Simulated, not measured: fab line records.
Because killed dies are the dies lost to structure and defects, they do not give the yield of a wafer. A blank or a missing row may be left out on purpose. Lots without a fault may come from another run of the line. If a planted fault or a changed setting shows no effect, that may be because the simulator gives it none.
Code-filled problem report in 8D (eight disciplines) form    flow nand-harc    the parts of the form that need people (team, actions taken, sign-off) are left out

1. WHAT IS WRONG
thk-nm at NHARC_A_ONON_D1_THK_MEAS_11 reads a mean of 710 nm on 6 wafers of 2 lots; wafers without a fault read 999 nm with a standard deviation of 11. Relative to the usual mean, that is a shift of -26 standard deviations.
The step: measures by ellipsometry.
The first sign was on wafer L169.3 at day 9 13:53, on film-metro-02. At this step, 42 wafers from 14 lots have a number in the record. Rule for "out", or "out of limits": more than 4 standard deviations from the usual mean. The other wafers with a number count as sound.

2. WHAT IT IS; WHAT IT IS NOT
question                     is                            is not
which readings at this step  thk-nm                        -
which lots                   L169, L172                    L162, L163, L164, L165, L176, L178, L179, L180, L181, L182, L183, L184
which wafers of those lots   all that have a number        -
read on which gauges         film-metro-01, film-metro-02  -
when                         from day 9 13:53              up to then (12 sound wafers); but 24 sound wafers of L176, L178, L179, L180, L181, L182, L183, L184 came after

3. THE SUSPECTS, EACH WITH WHAT RULES IT OUT
Counting: a tool at any process step up to the reading remains a suspect when it ran all the lots that are out and ran no sound lot after the first of those.
- ruled out: the gauge at NHARC_A_ONON_D1_THK_MEAS_11. The wafers that are out were read on 2 gauges (film-metro-01, film-metro-02).
- pecvd-onon-02 at NHARC_A_ONON_D1_DEP_09 (target thk 1000 nm): ruled out as a lasting fault. The sound lots L183 went through it after L169, its earliest lot that is out (day 9 13:29).
Left after counting: nothing in the record.

4. THE CAUSE (what the simulator had put in)
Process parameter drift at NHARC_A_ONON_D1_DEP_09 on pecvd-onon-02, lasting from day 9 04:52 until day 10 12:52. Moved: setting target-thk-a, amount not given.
The count ruled it out by mistake, since the rule takes a fault to strike every lot its tool runs from the start of the fault on, and this one did not do so.

5. SEQUENCE OF EFFECTS, ordered by route
Each row: a reading whose mean over the struck wafers that have a number lies more than 3 standard deviations from the usual. Only readings whose record carries a usual standard deviation are examined. hours: median over the lots of the time between each lot's start at the first step of this table that gives one and its start at this step. sigmas: the change, counted in usual standard deviations.
hours  step                         reading          usual   on struck wafers  change  sigmas
0      NHARC_A_ONON_D1_THK_MEAS_11  thk-nm           999 nm  710               -289    -26
288    NHARC_END_SORT_01            killed-at-array  29      675               +646    +59
288    NHARC_END_SORT_01            killed-dies      33      677               +644    +59

6. HOW IT WOULD HAVE BEEN CAUGHT EARLIER
In this record the first reading out of limits at a measuring or inspecting step was taken at day 9 13:53, 9 hours after the fault began at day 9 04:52.
